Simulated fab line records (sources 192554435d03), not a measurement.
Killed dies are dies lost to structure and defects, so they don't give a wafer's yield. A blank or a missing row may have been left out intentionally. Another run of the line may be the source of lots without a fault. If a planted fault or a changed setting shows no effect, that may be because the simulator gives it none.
Chamber matching	flow n5Finfet	4 sister chambers for N5_SD_EPI_P_ETCH_16 on rieDiel-02
The step etches SiO2 in CHF3/O2, target depth 5 nm. 18 wafers are shown with their chamber, then 9 later ones without.

WAFERS WITH THEIR CHAMBER
wafer	chamber	showerheadPlenumPTorr (Torr)	throttleValvePct (%)	oesProductAu (a.u.)
L075.1	2	2.40	19.3	0.72
L075.3	0	2.41	19.0	0.76
L075.5	1	2.51	19.1	0.74
L078.1	2	2.40	19.3	0.71
L078.2	0	2.41	19.0	0.75
L078.6	2	2.40	19.3	0.72
L077.2	3	2.55	18.6	0.98
L077.3	1	2.51	19.1	0.74
L077.4	2	2.40	19.3	0.71
L079.3	3	2.55	18.5	0.96
L079.4	0	2.41	19.0	0.76
L079.6	0	2.41	19.0	0.76
L081.2	3	2.55	18.6	0.95
L081.3	0	2.41	19.0	0.75
L081.5	2	2.39	19.3	0.71
L083.1	1	2.50	19.1	0.73
L083.2	2	2.39	19.3	0.70
L083.3	3	2.55	18.6	0.94

SIGNATURES (means of the wafers above)
reading	chamber 0	chamber 1	chamber 2	chamber 3	scatter within a chamber
showerheadPlenumPTorr	2.4100	2.5067	2.3967	2.5500	0.00378
throttleValvePct	19.000	19.100	19.300	18.575	0.0231
oesProductAu	0.7560	0.7367	0.7117	0.9575	0.0098
Rule: for each reading, subtract the chamber's mean from the wafer's reading, divide by that reading's scatter and square the result; add these up over the readings and take the root, which gives the wafer's distance from the chamber. The wafer belongs to the nearest chamber; if the next one is less than 2 further off, it can't be placed. How the scatter is found: for the shown wafers, subtract from each reading the mean of its chamber, square and add these, divide the total by (wafers less chambers), then take the root.

WAFERS WITHOUT THEIR CHAMBER
wafer	showerheadPlenumPTorr (Torr)	throttleValvePct (%)	oesProductAu (a.u.)
L084.1	2.55	18.6	0.92
L084.3	2.41	19.0	0.74
L084.6	2.40	19.0	0.74
L092.1	2.40	19.1	0.73
L092.4	2.50	19.1	0.72
L092.5	2.40	19.1	0.73
L097.1	2.38	19.4	0.69
L097.2	2.40	19.1	0.72
L097.5	2.38	19.4	0.69

EACH ONE'S CHAMBER
wafer	from the rows above	in truth
L084.1	3	3
L084.3	0	0
L084.6	0	0
L092.1	0	0
L092.4	1	1
L092.5	0	0
L097.1	2	2
L097.2	0	0
L097.5	2	2
9 of 9 placed correctly. From these rows, 0 cannot be placed. 0 placed wrongly.
